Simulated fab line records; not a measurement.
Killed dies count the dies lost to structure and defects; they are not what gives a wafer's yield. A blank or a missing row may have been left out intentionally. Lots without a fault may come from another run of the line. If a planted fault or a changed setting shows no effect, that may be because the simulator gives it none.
Matching of chambers | flow n5 finfet | 4 sister chambers for N5_GATE_CUT_SAC_CAP_01 on ald sin-03
The step material SiNx, target thk 24 nm, pulse time 1 s, ald cycles 480. 20 wafers are shown with their chamber, then 10 later ones without.

WAFERS, EACH WITH ITS CHAMBER
wafer  | chamber | heater power w (W) | precursor pulse height rel
L075.1 | 0       | 697                | 0.990
L075.2 | 1       | 844                | 1.030
L075.3 | 2       | 808                | 0.997
L075.4 | 3       | 775                | 0.976
L075.5 | 2       | 796                | 0.995
L075.6 | 3       | 764                | 0.990
L081.2 | 3       | 779                | 0.990
L081.5 | 3       | 774                | 1.004
L081.6 | 2       | 802                | 1.014
L083.3 | 0       | 701                | 0.979
L083.4 | 1       | 865                | 0.962
L083.5 | 0       | 698                | 0.962
L084.2 | 0       | 710                | 0.965
L084.4 | 1       | 842                | 0.998
L084.5 | 1       | 831                | 1.009
L087.1 | 2       | 794                | 1.013
L087.4 | 0       | 701                | 1.038
L087.6 | 1       | 811                | 0.992
L088.1 | 2       | 797                | 0.996
L088.2 | 3       | 760                | 1.037

SIGNATURES (means of the wafers above)
reading                    | chamber 0 | chamber 1 | chamber 2 | chamber 3 | scatter within a chamber
heater power w             | 701.40    | 838.60    | 799.40    | 770.40    | 11.3
precursor pulse height rel | 0.98680   | 0.99820   | 1.00300   | 0.99940   | 0.0234
Rule: a wafer lies at a distance from a chamber equal to the root of the sum of squares, over the readings, of (its reading less the chamber's mean, divided by the reading's scatter). The wafer belongs to the nearest chamber; if the next one is less than 2 further off, it can't be placed. The scatter: take each reading less its chamber's mean, square it, sum over the shown wafers, divide by the number of wafers less the number of chambers, and take the root.

WAFERS MISSING THEIR CHAMBER
wafer  | heater power w (W) | precursor pulse height rel
L088.4 | 706                | 0.970
L089.1 | 776                | 1.020
L089.2 | 712                | 0.991
L089.3 | 825                | 1.008
L089.4 | 791                | 0.972
L089.5 | 783                | 0.943
L089.6 | 704                | 0.993
L097.1 | 719                | 1.013
L097.2 | 835                | 0.969
L097.5 | 809                | 0.977

WHICH CHAMBER EACH WENT THROUGH
wafer  | from the rows above     | in truth
L088.4 | 0                       | 0
L089.1 | can't be placed: 3 or 2 | 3
L089.2 | 0                       | 0
L089.3 | can't be placed: 1 or 2 | 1
L089.4 | can't be placed: 2 or 3 | 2
L089.5 | can't be placed: 3 or 2 | 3
L089.6 | 0                       | 0
L097.1 | 0                       | 0
L097.2 | 1                       | 1
L097.5 | can't be placed: 2 or 1 | 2
5 of 10 placed correctly. Can't be placed from these rows: 5 (the true chamber is among the candidates in 5). 0 placed wrongly.
